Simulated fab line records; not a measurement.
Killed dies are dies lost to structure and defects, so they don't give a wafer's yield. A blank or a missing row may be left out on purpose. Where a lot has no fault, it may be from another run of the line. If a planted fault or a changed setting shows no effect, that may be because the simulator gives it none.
The tool behind it: which one?	flow n5 finfet	11 lots, 33 wafers sampled, at 3 steps of a route of 1938

## WHAT THE GAUGES SHOWED, per wafer
N5_MOL_CONTACT_COAG_OVL_MEAS_85.
lot	measured	on	VG_OVL (nm)
L357	day 5 09:08	overlay-01	-0.5 0.2 0.1
L360	day 6 08:22	overlay-01	-0.1 0.4 0.9
L364	day 6 23:37	overlay-02	-0.7 -0.5 -1.1
L367	day 7 22:56	overlay-02	-0.7 -0.3 -0.3
L370	day 8 16:17	overlay-01	0.6 1.9 0.6
L371	day 9 01:35	overlay-02	0.4 -0.1 0.4
L374	day 9 13:04	overlay-02	-0.2 -0.6 -1.0
L375	day 9 22:37	overlay-02	1.2 0.3 -0.1
L376	day 10 00:27	overlay-01	-0.8 0.2 0.1
L378	day 10 14:28	overlay-02	-0.7 -1.0 0.1
L379	day 11 02:20	overlay-02	0.1 0.6 0.4

## TOOL THAT RAN EACH LOT (tool first, then ch and the chambers of the sampled wafers, then the start)
lot	N5_MOL_CONTACT_COAG_SIL_ANNEAL_21	N5_MOL_CONTACT_COAG_ALD_27
L357	rtp anneal-02 ch 0, day 4 23:49	ald sin-02 ch 0,2,3, day 5 05:58
L360	rtp anneal-02 ch 0, day 6 01:02	ald sin-02 ch 1,2, day 6 05:35
L364	rtp anneal-01 ch 0, day 6 16:20	ald sin-02 ch 0,2,3, day 6 20:43
L367	rtp anneal-02 ch 0, day 7 14:28	ald sin-01 ch 1,3, day 7 20:02
L370	rtp anneal-01 ch 0, day 8 08:17	ald sin-02 ch 0,1,2, day 8 13:31
L371	rtp anneal-02 ch 0, day 8 16:11	ald sin-03 ch 1,3, day 8 22:49
L374	rtp anneal-02 ch 0, day 9 06:24	ald sin-01 ch 0,1, day 9 10:16
L375	rtp anneal-01 ch 0, day 9 13:53	ald sin-01 ch 0,2,3, day 9 19:37
L376	rtp anneal-02 ch 0, day 9 17:15	ald sin-02 ch 2,3, day 9 21:40
L378	rtp anneal-01 ch 0, day 10 06:14	ald sin-03 ch 0,2,3, day 10 11:34
L379	rtp anneal-02 ch 0, day 10 17:18	ald sin-01 ch 0,1,2, day 10 23:25
- N5_MOL_CONTACT_COAG_SIL_ANNEAL_21: time 60 s.
- N5_MOL_CONTACT_COAG_ALD_27: deposits SiOC, target thk 17 nm, pulse time 1.5 s, time 2720 s.

## THE ANSWER, worked out from the rows above alone
Rule: the lots themselves supply what counts as usual. Put in order of their means at a reading, lots are off if they are a third of the lots or fewer, leave a main group of 4 or more, and stand apart from it by a gap of 3 or more times the standard deviation of the main group's means; of several such gaps the widest counts. Not used: any main group whose means are identical at the precision the tables above print for the reading. Also off: a lot with no number at a reading for which 4 or more lots have one. Any other lot the step has rows for is counted as sound.
No lot is off at any reading shown: from this, nothing can be told.

## WHAT THE SIMULATOR HAD INSERTED
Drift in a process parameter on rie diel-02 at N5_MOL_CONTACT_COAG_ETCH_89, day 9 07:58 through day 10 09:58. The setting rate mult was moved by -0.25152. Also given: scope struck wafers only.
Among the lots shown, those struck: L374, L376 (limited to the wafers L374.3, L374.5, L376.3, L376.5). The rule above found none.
